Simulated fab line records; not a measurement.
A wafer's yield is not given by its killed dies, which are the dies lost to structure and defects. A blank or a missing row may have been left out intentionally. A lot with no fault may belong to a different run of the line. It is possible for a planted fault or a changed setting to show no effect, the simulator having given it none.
Matching of chambers | flow n5Finfet | N5_BEOL_M5_ETCH_75 on rieDiel-03: 3 sister chambers
The step etches underlayer in N2/H2, target depth 6.5 nm, time 5.2 s. 6 wafers are shown with their chamber, then 6 later ones without.

== WAFERS PAIRED WITH THEIR CHAMBERS ==
wafer  | chamber | drypumpMotorCurrentA (A) | showerheadPlenumPTorr (Torr)
L078.4 | 2       | 5.9                      | 2.41
L086.6 | 0       | 5.3                      | 2.48
L091.3 | 3       | 6.5                      | 2.52
L091.4 | 0       | 5.2                      | 2.47
L091.6 | 2       | 6.0                      | 2.40
L092.3 | 3       | 6.5                      | 2.52

== WAFERS WHOSE CHAMBER IS MISSING ==
wafer  | drypumpMotorCurrentA (A) | showerheadPlenumPTorr (Torr)
L092.5 | 6.5                      | 2.52
L093.1 | 5.2                      | 2.47
L093.3 | 6.5                      | 2.51
L093.6 | 5.3                      | 2.47
L097.2 | 6.5                      | 2.51
L097.6 | 5.9                      | 2.72

== THE CHAMBER EACH PASSED THROUGH ==
wafer  | from the rows above | in truth
L092.5 | 3                   | 3
L093.1 | 0                   | 0
L093.3 | 3                   | 3
L093.6 | 0                   | 0
L097.2 | 3                   | 3
L097.6 | 3                   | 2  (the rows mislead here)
Correctly placed: 5 of 6. Not placeable from these rows: 0. Wrongly placed: 1.
How it was worked out, from the rows above alone: a wafer's distance from a chamber is the root of the sum, over the readings, of the square of ((its reading less the chamber's mean) divided by the reading's scatter). The wafer belongs to the nearest chamber; if the next one is less than 2 further off, it can't be placed. For every chamber, the mean is computed from those of its wafers that are shown. How the scatter is found: for the shown wafers, subtract from each reading the mean of its chamber, square and add these, divide the total by (wafers less chambers), then take the root.
